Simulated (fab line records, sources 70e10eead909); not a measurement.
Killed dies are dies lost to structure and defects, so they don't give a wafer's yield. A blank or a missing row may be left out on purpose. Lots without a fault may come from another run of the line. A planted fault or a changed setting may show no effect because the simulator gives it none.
Which tool did it? | flow nand_harc | 14 lots, 42 wafers sampled, at 4 steps of a route of 1302

WHAT THE GAUGES READ, wafer by wafer
The record holds no reading of a measuring or inspecting step that can be judged against a usual standard deviation.

WHICH TOOL RAN EACH LOT (tool, then ch and the chambers of the sampled wafers, then the start)
lot  | NHARC_A_WL_FILL_ETCHBACK_16        | NHARC_A_WL_FILL_STRIP_29           | NHARC_A_WL_FILL_CVD_20                   | NHARC_A_WL_FILL_CMP_12
L336 | rie_diel-01 ch 1,3, day 20 21:58   | rie_diel-01 ch 2,3, day 20 22:04   | cvd_w-02 ch 0,1, day 21 03:59 or earlier | cmp-04 ch 0,3, day 21 03:59
L337 | rie_diel-11 ch 0,1, day 21 04:08   | rie_diel-11 ch 0,1,2, day 21 04:14 | cvd_w-02 ch 0,1, day 21 10:14 or earlier | cmp-02 ch 0,2,3, day 21 10:14
L346 | rie_diel-11 ch 1,2,3, day 25 05:36 | rie_diel-11 ch 0,3, day 25 05:40   | cvd_w-02 ch 0,1, day 25 13:05 or earlier | cmp-04 ch 0,2,3, day 25 13:05
L345 | rie_diel-11 ch 1,3, day 25 17:15   | rie_diel-11 ch 2,3, day 25 17:20   | cvd_w-02 ch 0,1, day 25 23:21 or earlier | cmp-02 ch 2,3, day 25 23:21
L347 | rie_diel-11 ch 1,2,3, day 25 22:05 | rie_diel-11 ch 0,2,3, day 25 22:11 | cvd_w-01 ch 0,1, day 26 04:07 or earlier | cmp-04 ch 0,3, day 26 04:07
L351 | rie_diel-06 ch 0,1,2, day 26 18:53 | rie_diel-06 ch 0,1,3, day 26 18:58 | cvd_w-02 ch 0,1, day 27 00:45 or earlier | cmp-04 ch 0,3, day 27 00:45
L349 | rie_diel-01 ch 0,1, day 26 21:52   | rie_diel-01 ch 0,1, day 26 22:00   | cvd_w-02 ch 0,1, day 27 03:55 or earlier | cmp-04 ch 1,2,3, day 27 03:55
L350 | rie_diel-01 ch 0,1, day 27 05:14   | rie_diel-01 ch 1,2, day 27 05:20   | cvd_w-01 ch 0,1, day 27 11:14 or earlier | cmp-01 ch 1,2,3, day 27 11:14
L353 | rie_diel-01 ch 1,2,3, day 28 14:41 | rie_diel-01 ch 0,1,2, day 28 14:46 | cvd_w-01 ch 1, day 28 20:44 or earlier   | cmp-01 ch 0,1, day 28 20:44
L357 | rie_diel-06 ch 1,2,3, day 29 04:03 | rie_diel-06 ch 0,2,3, day 29 04:09 | cvd_w-02 ch 0,1, day 29 10:08 or earlier | cmp-04 ch 0,2,3, day 29 10:08
L355 | rie_diel-11 ch 0,2,3, day 29 04:55 | rie_diel-11 ch 1,2, day 29 05:00   | cvd_w-01 ch 0,1, day 29 10:11 or earlier | cmp-01 ch 0,1,3, day 29 10:11
L356 | rie_diel-06 ch 0,1,2, day 29 06:38 | rie_diel-06 ch 1,2,3, day 29 06:43 | cvd_w-02 ch 0,1, day 29 12:44 or earlier | cmp-02 ch 1,2,3, day 29 12:44
L358 | rie_diel-06 ch 0,1,3, day 29 20:33 | rie_diel-06 ch 1,2,3, day 29 20:38 | cvd_w-02 ch 0,1, day 30 02:35 or earlier | cmp-01 ch 0,3, day 30 02:35
L359 | rie_diel-11 ch 1,2,3, day 30 12:38 | rie_diel-11 ch 1,3, day 30 12:43   | cvd_w-02 ch 0,1, day 30 19:44 or earlier | cmp-01 ch 0,2,3, day 30 19:44
- NHARC_A_WL_FILL_ETCHBACK_16: etches the open film in C4F8/O2/Ar, target depth 120 nm, time 24 s.
- NHARC_A_WL_FILL_STRIP_29: strips in O2, time 20 s.
- NHARC_A_WL_FILL_CVD_20: deposits W, target thk 100 nm, time 74 s.
- NHARC_A_WL_FILL_CMP_12: polishes, t overpolish 30 s, target thk 100 nm.

WHAT THE TOOLS THEMSELVES READ (means of the sampled wafers that have a number; where no wafer has one, the mark that the record gives instead)
NHARC_A_WL_FILL_ETCHBACK_16. Usual: oes_product_au 0.982 a.u., standard deviation 0.028; rf_vpp_V 724 V, standard deviation 4.4; run_length_s 45.2 s, standard deviation 0.43.
lot  | tool        | oes_product_au (a.u.) | rf_vpp_V (V) | run_length_s (s) | flag
L336 | rie_diel-01 | 0.991                 | 723          | 45.5             |
L337 | rie_diel-11 | 0.979                 | 718          | 45.2             |
L346 | rie_diel-11 | 0.996                 | 726          | 45.0             |
L345 | rie_diel-11 | 0.925                 | 723          | 27.6             | OFF
L347 | rie_diel-11 | 0.985                 | 726          | 27.6             | OFF
L351 | rie_diel-06 | 0.928                 | 726          | 45.2             |
L349 | rie_diel-01 | 0.982                 | 723          | 45.8             |
L350 | rie_diel-01 | 1.012                 | 720          | 45.5             |
L353 | rie_diel-01 | 1.006                 | 724          | 45.3             |
L357 | rie_diel-06 | 0.997                 | 723          | 45.2             |
L355 | rie_diel-11 | 0.991                 | 724          | 45.1             |
L356 | rie_diel-06 | 0.998                 | 726          | 44.9             |
L358 | rie_diel-06 | 0.997                 | 723          | 44.8             |
L359 | rie_diel-11 | 1.004                 | 726          | 45.1             |

NHARC_A_WL_FILL_STRIP_29. Usual: drypump_motor_current_A 5.9 A, standard deviation 0.42; oes_product_au 1.001 a.u., standard deviation 0.012; rf_vpp_V 57.8 V, standard deviation 0.82; showerhead_plenum_p_Torr 3.53 Torr, standard deviation 0.15; throttle_valve_pct 17.035 %, standard deviation 0.009.
lot  | tool        | drypump_motor_current_A (A) | oes_product_au (a.u.) | rf_vpp_V (V) | showerhead_plenum_p_Torr (Torr) | throttle_valve_pct (%) | flag
L336 | rie_diel-01 | 5.6                         | 1.000                 | 56.9         | 3.56                            | 17.027                 |
L337 | rie_diel-11 | 6.2                         | 0.994                 | 57.5         | 3.48                            | 17.036                 |
L346 | rie_diel-11 | 5.8                         | 0.992                 | 58.5         | 3.45                            | 17.043                 |
L345 | rie_diel-11 | 6.3                         | 1.001                 | 59.0         | 3.72                            | 17.043                 |
L347 | rie_diel-11 | 6.0                         | 0.994                 | 58.4         | 3.58                            | 17.026                 |
L351 | rie_diel-06 | 5.8                         | 1.001                 | 57.4         | 3.54                            | 17.035                 |
L349 | rie_diel-01 | 5.7                         | 1.007                 | 57.4         | 3.41                            | 17.035                 |
L350 | rie_diel-01 | 6.0                         | 1.015                 | 58.7         | 3.61                            | 17.038                 |
L353 | rie_diel-01 | 5.8                         | 1.004                 | 58.1         | 3.51                            | 17.025                 |
L357 | rie_diel-06 | 6.0                         | 1.010                 | 57.4         | 3.59                            | 17.038                 |
L355 | rie_diel-11 | 6.4                         | 1.007                 | 57.8         | 3.62                            | 17.042                 |
L356 | rie_diel-06 | 5.8                         | 1.005                 | 58.0         | 3.56                            | 17.036                 |
L358 | rie_diel-06 | 5.8                         | 1.006                 | 58.2         | 3.56                            | 17.039                 |
L359 | rie_diel-11 | 5.8                         | 1.002                 | 58.0         | 3.60                            | 17.038                 |

NHARC_A_WL_FILL_CVD_20. Usual: chamber_pressure_Torr 40.01 Torr, standard deviation 0.1; heater_power_w 829 W, standard deviation 91; throttle_valve_pct 7.81 %, standard deviation 0.18.
lot  | tool     | chamber_pressure_Torr (Torr) | heater_power_w (W) | throttle_valve_pct (%) | flag
L336 | cvd_w-02 | 40.07                        | 865                | 7.84                   |
L337 | cvd_w-02 | 40.12                        | 805                | 7.90                   |
L346 | cvd_w-02 | 40.10                        | 867                | 7.78                   |
L345 | cvd_w-02 | 39.96                        | 804                | 7.93                   |
L347 | cvd_w-01 | 39.96                        | 799                | 7.86                   |
L351 | cvd_w-02 | 40.04                        | 858                | 7.91                   |
L349 | cvd_w-02 | 39.90                        | 802                | 8.08                   |
L350 | cvd_w-01 | 40.03                        | 874                | 7.83                   |
L353 | cvd_w-01 | 39.99                        | 751                | 8.00                   |
L357 | cvd_w-02 | 40.06                        | 845                | 7.59                   |
L355 | cvd_w-01 | 40.04                        | 804                | 7.82                   |
L356 | cvd_w-02 | 39.94                        | 846                | 7.54                   |
L358 | cvd_w-02 | 40.07                        | 805                | 7.66                   |
L359 | cvd_w-02 | 39.94                        | 841                | 7.51                   |

NHARC_A_WL_FILL_CMP_12. Usual: motor_current_A 11.7 A, standard deviation 1.4; overpolish_run_s 30.000 s, standard deviation 0.009; retaining_ring_pressure_frac 1.000, standard deviation 0.0052; time_to_endpoint_s 20 s, standard deviation 3.
lot  | tool   | motor_current_A (A) | overpolish_run_s (s) | retaining_ring_pressure_frac | time_to_endpoint_s (s) | flag
L336 | cmp-04 | 13.2                | 29.994               | 0.997                        | 21                     |
L337 | cmp-02 | 10.6                | 30.001               | 0.996                        | 22                     |
L346 | cmp-04 | 12.3                | 29.999               | 0.999                        | 19                     |
L345 | cmp-02 | 10.9                | 29.995               | 1.002                        | 24                     |
L347 | cmp-04 | 13.2                | 29.999               | 0.998                        | 20                     |
L351 | cmp-04 | 12.2                | 30.007               | 1.002                        | 17                     |
L349 | cmp-04 | 12.0                | 29.997               | 1.001                        | 20                     |
L350 | cmp-01 | 11.5                | 30.001               | 0.999                        | 22                     |
L353 | cmp-01 | 11.8                | 30.006               | 0.998                        | 21                     |
L357 | cmp-04 | 12.4                | 30.004               | 1.000                        | 22                     |
L355 | cmp-01 | 11.6                | 29.994               | 0.999                        | 19                     |
L356 | cmp-02 | 10.9                | 30.004               | 1.002                        | 22                     |
L358 | cmp-01 | 10.6                | 30.003               | 0.997                        | 15                     |
L359 | cmp-01 | 10.7                | 29.998               | 1.005                        | 18                     |

THE ANSWER, worked out from the rows above alone
Rule: a lot is off if the mean of its wafers that have a number lies more than 3 standard deviations from the usual mean. A lot without any number at a reading at which 4 lots or more have one is off too. The other lots that the step has rows for count as sound. The gauges are gone through in route order, then the tools' own readings, and for those a lot's mean is taken as printed above. The first step at which some lot is off is used, and at that step the reading that is off furthest; a lot without a number counts as furthest.
Off: L345, L347, at NHARC_A_WL_FILL_ETCHBACK_16 (run_length_s).
A tool fits if, at that step or a process step before it, it ran every lot that is off, and no sound lot after the first of them. None of those tried fits.

WHAT THE SIMULATOR HAD PUT IN
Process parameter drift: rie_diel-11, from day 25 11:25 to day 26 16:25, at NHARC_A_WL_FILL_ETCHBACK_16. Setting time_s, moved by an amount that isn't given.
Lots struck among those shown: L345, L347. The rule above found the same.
